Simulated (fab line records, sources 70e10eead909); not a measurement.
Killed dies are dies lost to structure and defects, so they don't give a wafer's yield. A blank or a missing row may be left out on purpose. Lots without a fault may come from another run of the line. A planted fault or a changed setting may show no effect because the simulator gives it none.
Which tool did it? | flow nand_harc | 11 lots, 33 wafers sampled, at 6 steps of a route of 1302

WHAT THE GAUGES READ, wafer by wafer
NHARC_A_M1_INSPECT_27. Usual: raw_defect_count 505, standard deviation 120.
lot  | measured     | on                | raw_defect_count | flag
L245 | day 23 03:46 | defect_inspect-02 | 593 499 435      |
L246 | day 23 13:34 | defect_inspect-01 | 435 455 409      |
L247 | day 24 06:04 | defect_inspect-02 | 708 538 429      |
L250 | day 25 07:37 | defect_inspect-01 | 472 447 674      |
L252 | day 25 12:56 | defect_inspect-02 | 602 544 587      |
L249 | day 25 15:38 | defect_inspect-02 | 383 476 496      |
L251 | day 25 21:20 | defect_inspect-02 | 428 552 485      |
L254 | day 26 16:47 | defect_inspect-02 | 414 508 454      |
L262 | day 30 06:18 | defect_inspect-01 | 733 533 535      |
L264 | day 30 20:17 | defect_inspect-02 | 497 430 435      |
L267 | day 32 08:58 | defect_inspect-01 | 491 408 476      |

NHARC_END_SORT_01. Usual: defect_limited_yield 91 %, standard deviation 3.4; killed_at_array 54, standard deviation 23; killed_at_other 1.2, standard deviation 1.5; killed_at_periphery 3.9, standard deviation 2.5; killed_dies 59, standard deviation 23; killed_open 3.2, standard deviation 1.7; killed_short 2.4, standard deviation 1.6; sort_bin_2_pct 3.0 %, standard deviation 1.4; sort_bin_3_pct 0.7 %, standard deviation 0.45; sort_bin_4_pct 5.0 %, standard deviation 1.9; sort_n_pass 618, standard deviation 23; sort_rim_yield_pct 92 %, standard deviation 3.8; sort_yield_pct 91 %, standard deviation 3.4.
lot  | measured     | on        | defect_limited_yield (%) | killed_at_array | killed_at_other | killed_at_periphery | killed_dies | killed_open | killed_short | sort_bin_2_pct (%) | sort_bin_3_pct (%) | sort_bin_4_pct (%) | sort_n_pass | sort_rim_yield_pct (%) | sort_yield_pct (%) | flag
L245 | day 24 13:37 | prober-01 | 87 87 87                 | 84 78 84        | 0 2 0           | 5 7 3               | 89 87 87    | 3 4 2       | 1 1 2        | 5.5 4.0 5.6        | 1.0 1.3 0.4        | 6.6 7.5 6.8        | 588 590 590 | 96 98 94               | 87 87 87           |
L246 | day 24 21:56 | prober-02 | 91 90 89                 | 57 65 69        | 1 0 1           | 6 5 7               | 64 70 77    | 4 1 3       | 1 2 1        | 2.8 3.1 4.9        | 0.7 0.9 0.1        | 5.9 6.4 6.4        | 613 607 600 | 92 93 91               | 91 90 89           |
L247 | day 25 12:00 | prober-02 | 95 94 97                 | 23 30 22        | 1 1 0           | 11 11 1             | 35 42 23    | 4 7 3       | 6 3 2        | 1.9 1.6 1.2        | 0.1 0.3 0.1        | 3.1 4.3 2.1        | 642 635 654 | 96 92 96               | 95 94 97           |
L250 | day 26 15:20 | prober-01 | 96 97 95                 | 25 19 27        | 0 0 1           | 0 3 4               | 25 22 32    | 3 6 3       | 2 3 4        | 0.7 1.6 0.9        | 0 0.1 0.3          | 3.0 1.5 3.5        | 652 655 645 | 95 98 95               | 96 97 95           |
L252 | day 27 00:42 | prober-02 | 86 87 86                 | 85 85 90        | 5 2 5           | 4 3 0               | 94 90 95    | 3 4 2       | 2 2 1        | 4.1 5.6 4.3        | 1.3 1.3 0.9        | 8.4 6.4 8.9        | 583 587 582 | 94 88 88               | 86 87 86           |
L249 | day 27 00:42 | prober-01 | 91 91 90                 | 55 58 67        | 2 3 0           | 1 3 2               | 58 64 69    | 3 3 2       | 5 0 2        | 4.6 3.7 3.2        | 0.7 0.9 0.9        | 3.2 4.9 6.1        | 619 613 608 | 98 96 96               | 91 91 90           |
L251 | day 27 08:31 | prober-02 | 96 96 96                 | 25 19 24        | 2 5 1           | 2 3 1               | 29 27 26    | 3 2 3       | 1 0 2        | 1.2 0.7 1.2        | 0.1 0 0.1          | 3.0 3.2 2.5        | 648 650 651 | 92 95 94               | 96 96 96           |
L254 | day 28 01:28 | prober-02 | 88 89 87                 | 78 70 83        | 0 0 1           | 6 4 4               | 84 74 88    | 4 4 4       | 2 6 2        | 4.7 3.7 4.0        | 1.0 0.4 1.9        | 6.6 6.8 7.1        | 593 603 589 | 91 87 88               | 88 89 87           |
L262 | day 31 22:11 | prober-01 | 90 93 94                 | 64 45 33        | 0 0 0           | 5 0 5               | 69 45 38    | 4 2 2       | 2 1 1        | 3.5 2.5 2.8        | 0.7 0.4 0.1        | 5.9 3.7 2.7        | 608 632 639 | 89 87 91               | 90 93 94           |
L264 | day 32 06:44 | prober-01 | 91 92 92                 | 54 53 48        | 0 2 4           | 7 1 1               | 61 56 53    | 5 4 1       | 3 3 1        | 2.5 3.8 3.0        | 0.7 0.3 0.3        | 5.8 4.1 4.6        | 616 621 624 | 88 91 89               | 91 92 92           |
L267 | day 33 18:08 | prober-01 | 90 89 90                 | 66 77 61        | 0 0 0           | 2 0 5               | 68 77 66    | 4 2 3       | 3 4 1        | 3.5 4.3 3.8        | 1.0 1.6 0.9        | 5.5 5.5 5.0        | 609 600 611 | 82 82 87               | 90 89 90           |

WHICH TOOL RAN EACH LOT (tool, then ch and the chambers of the sampled wafers, then the start)
lot  | NHARC_A_M1_ETCH_28                            | NHARC_A_M1_ECD_22              | NHARC_A_M1_CMP_23             | NHARC_A_M1_PRE_CLEAN_32
L245 | rie_diel-07 ch 0,2, day 23 02:35 or earlier   | ecd_cu-01 ch 1, day 23 02:35   | cmp-02 ch 0,3, day 23 03:18   | pecvd-04 ch 0,2, day 23 03:51
L246 | rie_diel-02 ch 0,1,3, day 23 12:22 or earlier | ecd_cu-01 ch 0,1, day 23 12:22 | cmp-04 ch 0,2,3, day 23 13:08 | pecvd-04 ch 1,2, day 23 13:52
L247 | rie_diel-01 ch 1,3, day 24 04:53 or earlier   | ecd_cu-02 ch 0, day 24 04:53   | cmp-02 ch 0,2,3, day 24 05:38 | pecvd-01 ch 0,2, day 24 06:09
L250 | rie_diel-01 ch 0,1,2, day 25 06:25 or earlier | ecd_cu-01 ch 0,1, day 25 06:25 | cmp-04 ch 0,2,3, day 25 07:09 | pecvd-02 ch 0,1,2, day 25 07:41
L252 | rie_diel-07 ch 0,1,2, day 25 11:50 or earlier | ecd_cu-01 ch 0,1, day 25 11:50 | cmp-02 ch 0,1, day 25 12:28   | pecvd-01 ch 0,2, day 25 13:00
L249 | rie_diel-01 ch 0,1,2, day 25 14:32 or earlier | ecd_cu-01 ch 0,1, day 25 14:32 | cmp-01 ch 2,3, day 25 15:10   | pecvd-01 ch 1,2, day 25 15:51
L251 | rie_diel-07 ch 1,2,3, day 25 20:17 or earlier | ecd_cu-01 ch 0,1, day 25 20:17 | cmp-04 ch 2,3, day 25 20:52   | pecvd-04 ch 1,2, day 25 21:24
L254 | rie_diel-01 ch 0,2,3, day 26 15:36 or earlier | ecd_cu-02 ch 0,1, day 26 15:36 | cmp-04 ch 0,1,3, day 26 16:24 | pecvd-01 ch 1,2, day 26 16:58
L262 | rie_diel-07 ch 0,1,2, day 30 05:06 or earlier | ecd_cu-01 ch 0,1, day 30 05:06 | cmp-01 ch 0,2,3, day 30 05:49 | pecvd-04 ch 1,2, day 30 06:22
L264 | rie_diel-02 ch 0,2,3, day 30 19:08 or earlier | ecd_cu-01 ch 0, day 30 19:08   | cmp-02 ch 0,1,3, day 30 19:51 | pecvd-02 ch 0,1, day 30 20:22
L267 | rie_diel-01 ch 0,2, day 32 07:46 or earlier   | ecd_cu-02 ch 0,1, day 32 07:46 | cmp-02 ch 0,2, day 32 08:31   | pecvd-01 ch 0,1,2, day 32 09:02
- NHARC_A_M1_ETCH_28: etches the open film in CF4/N2, target depth 30 nm, time 72.99 s.
- NHARC_A_M1_ECD_22: material Cu, target thk 400 nm.
- NHARC_A_M1_CMP_23: polishes, t overpolish 20 s, target thk 154.34 nm.
- NHARC_A_M1_PRE_CLEAN_32: time 12 s.

WHAT THE TOOLS THEMSELVES READ (means of the sampled wafers that have a number; where no wafer has one, the mark that the record gives instead)
NHARC_A_M1_ETCH_28. Usual: chamber_pressure_mTorr 30.000 mTorr, standard deviation 0.027; drypump_motor_current_A 5.7 A, standard deviation 0.5; oes_product_au 1.001 a.u., standard deviation 0.0074; rf_fwd_power_W 297.6 W, standard deviation 0.97; rf_vpp_V 313.8 V, standard deviation 1.7; showerhead_plenum_p_Torr 2.60 Torr, standard deviation 0.089; throttle_valve_pct 19.792 %, standard deviation 0.0095.
lot  | tool        | chamber_pressure_mTorr (mTorr) | drypump_motor_current_A (A) | oes_product_au (a.u.) | rf_fwd_power_W (W) | rf_vpp_V (V) | showerhead_plenum_p_Torr (Torr) | throttle_valve_pct (%) | flag
L245 | rie_diel-07 | 30.028                         | 5.5                         | 1.002                 | 297.4              | 313.6        | 2.58                            | 19.794                 |
L246 | rie_diel-02 | 29.983                         | 5.7                         | 0.999                 | 297.8              | 314.5        | 2.64                            | 19.802                 |
L247 | rie_diel-01 | 29.977                         | 6.3                         | 1.003                 | 297.8              | 313.3        | 2.63                            | 19.789                 |
L250 | rie_diel-01 | 29.980                         | 5.5                         | 1.002                 | 298.3              | 313.9        | 2.58                            | 19.803                 |
L252 | rie_diel-07 | 30.026                         | 5.8                         | 0.995                 | 298.0              | 312.8        | 2.56                            | 19.798                 |
L249 | rie_diel-01 | 30.006                         | 5.5                         | 1.000                 | 297.0              | 313.2        | 2.58                            | 19.795                 |
L251 | rie_diel-07 | 29.989                         | 5.6                         | 0.997                 | 298.2              | 314.3        | 2.64                            | 19.802                 |
L254 | rie_diel-01 | 30.032                         | 5.7                         | 1.002                 | 298.2              | 311.9        | 2.54                            | 19.793                 |
L262 | rie_diel-07 | 30.003                         | 5.8                         | 0.992                 | 296.9              | 313.1        | 2.56                            | 19.793                 |
L264 | rie_diel-02 | 29.993                         | 5.8                         | 0.998                 | 297.8              | 313.6        | 2.58                            | 19.794                 |
L267 | rie_diel-01 | 30.006                         | 5.4                         | 0.994                 | 296.9              | 312.3        | 2.51                            | 19.793                 |

NHARC_A_M1_ECD_22. Usual: bath_temp_c 25.01 C, standard deviation 0.11.
lot  | tool      | bath_temp_c (C) | flag
L245 | ecd_cu-01 | 25.07           |
L246 | ecd_cu-01 | 24.87           |
L247 | ecd_cu-02 | 25.00           |
L250 | ecd_cu-01 | 24.94           |
L252 | ecd_cu-01 | 25.11           |
L249 | ecd_cu-01 | 25.05           |
L251 | ecd_cu-01 | 25.00           |
L254 | ecd_cu-02 | 25.12           |
L262 | ecd_cu-01 | 25.12           |
L264 | ecd_cu-01 | 25.02           |
L267 | ecd_cu-02 | 25.03           |

NHARC_A_M1_CMP_23. Usual: motor_current_A 12.0 A, standard deviation 1.3; time_to_endpoint_s 28.1 s, standard deviation 2.3.
lot  | tool   | motor_current_A (A) | time_to_endpoint_s (s) | flag
L245 | cmp-02 | 12.2                | 29.8                   |
L246 | cmp-04 | 11.9                | 26.4                   |
L247 | cmp-02 | 12.2                | 31.1                   |
L250 | cmp-04 | 11.8                | 28.2                   |
L252 | cmp-02 | 11.6                | 30.4                   |
L249 | cmp-01 | 14.9                | 29.2                   |
L251 | cmp-04 | 11.4                | 26.5                   |
L254 | cmp-04 | 11.6                | 29.8                   |
L262 | cmp-01 | 13.1                | 30.1                   |
L264 | cmp-02 | 12.4                | 32.8                   |
L267 | cmp-02 | 11.2                | 28.5                   |

NHARC_A_M1_PRE_CLEAN_32. Usual: heater_power_w 652 W, standard deviation 96; rf_fwd_power_W 292.8 W, standard deviation 0.86.
lot  | tool     | heater_power_w (W) | rf_fwd_power_W (W) | flag
L245 | pecvd-04 | 633                | 293.0              |
L246 | pecvd-04 | 628                | 293.2              |
L247 | pecvd-01 | 658                | 293.0              |
L250 | pecvd-02 | 581                | 292.2              |
L252 | pecvd-01 | 607                | 292.5              |
L249 | pecvd-01 | 657                | 292.8              |
L251 | pecvd-04 | 750                | 292.9              |
L254 | pecvd-01 | 686                | 292.9              |
L262 | pecvd-04 | 678                | 291.7              |
L264 | pecvd-02 | 607                | 292.8              |
L267 | pecvd-01 | 661                | 291.8              |

THE ANSWER, worked out from the rows above alone
Rule: a lot is off if the mean of its wafers that have a number lies more than 3 standard deviations from the usual mean. A lot without any number at a reading at which 4 lots or more have one is off too. The other lots that the step has rows for count as sound. The gauges are gone through in route order, then the tools' own readings, and for those a lot's mean is taken as printed above. The first step at which some lot is off is used, and at that step the reading that is off furthest; a lot without a number counts as furthest.
No lot is off at any reading shown: from this, nothing can be told.

WHAT THE SIMULATOR HAD PUT IN
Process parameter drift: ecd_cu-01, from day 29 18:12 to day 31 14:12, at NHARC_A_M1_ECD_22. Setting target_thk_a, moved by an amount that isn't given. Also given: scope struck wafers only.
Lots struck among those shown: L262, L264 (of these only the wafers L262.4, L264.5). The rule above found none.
